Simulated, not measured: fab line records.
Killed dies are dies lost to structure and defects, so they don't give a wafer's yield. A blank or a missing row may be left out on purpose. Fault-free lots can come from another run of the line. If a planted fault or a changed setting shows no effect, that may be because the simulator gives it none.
Chamber matching | flow n5Finfet | N5_BEOL_M1_ALD_98 on aldSin-01: 4 sister chambers
The step deposits SiO2, target thk 2.5 nm, pulse time 1 s, co reactant pulse time 1 s. 4 wafers are shown with their chamber, then 12 later ones without.

WAFERS PAIRED WITH THEIR CHAMBERS
wafer  | chamber | heaterPowerW (W)
L083.6 | 3       | 87
L086.1 | 1       | 74
L086.3 | 2       | 76
L086.4 | 0       | 75

WAFERS WHOSE CHAMBER IS MISSING
wafer  | heaterPowerW (W)
L088.2 | 88
L088.3 | 76
L088.5 | 87
L089.1 | 72
L089.2 | 75
L089.3 | 90
L092.1 | 88
L092.2 | 76
L092.4 | 74
L091.1 | 73
L091.3 | 88
L091.6 | 73

CHAMBER TAKEN BY EACH
wafer  | from the rows above          | in truth
L088.2 | 3                            | 3
L088.3 | can't be placed: 2 or 0 or 1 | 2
L088.5 | 3                            | 3
L089.1 | can't be placed: 1 or 0 or 2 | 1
L089.2 | can't be placed: 0 or 1 or 2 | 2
L089.3 | 3                            | 3
L092.1 | 3                            | 3
L092.2 | can't be placed: 2 or 0 or 1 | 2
L092.4 | can't be placed: 1 or 0 or 2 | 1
L091.1 | can't be placed: 1 or 0 or 2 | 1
L091.3 | 3                            | 3
L091.6 | can't be placed: 1 or 0 or 2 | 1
Correctly placed: 5 of 12. Cannot be placed on the basis of these rows: 7; the candidates contain the true chamber in 7. Wrongly placed: 0.
How it was worked out, from the rows above alone: a wafer's distance from a chamber is the root of the sum, over the readings, of the square of ((its reading less the chamber's mean) divided by the reading's scatter). The wafer belongs to the nearest chamber; if the next one is less than 2 further off, it can't be placed. For every chamber, the mean is computed from those of its wafers that are shown. The scatter: with one shown wafer a chamber, the root of the mean of the squares of how far each hidden wafer lies from its nearest shown one.
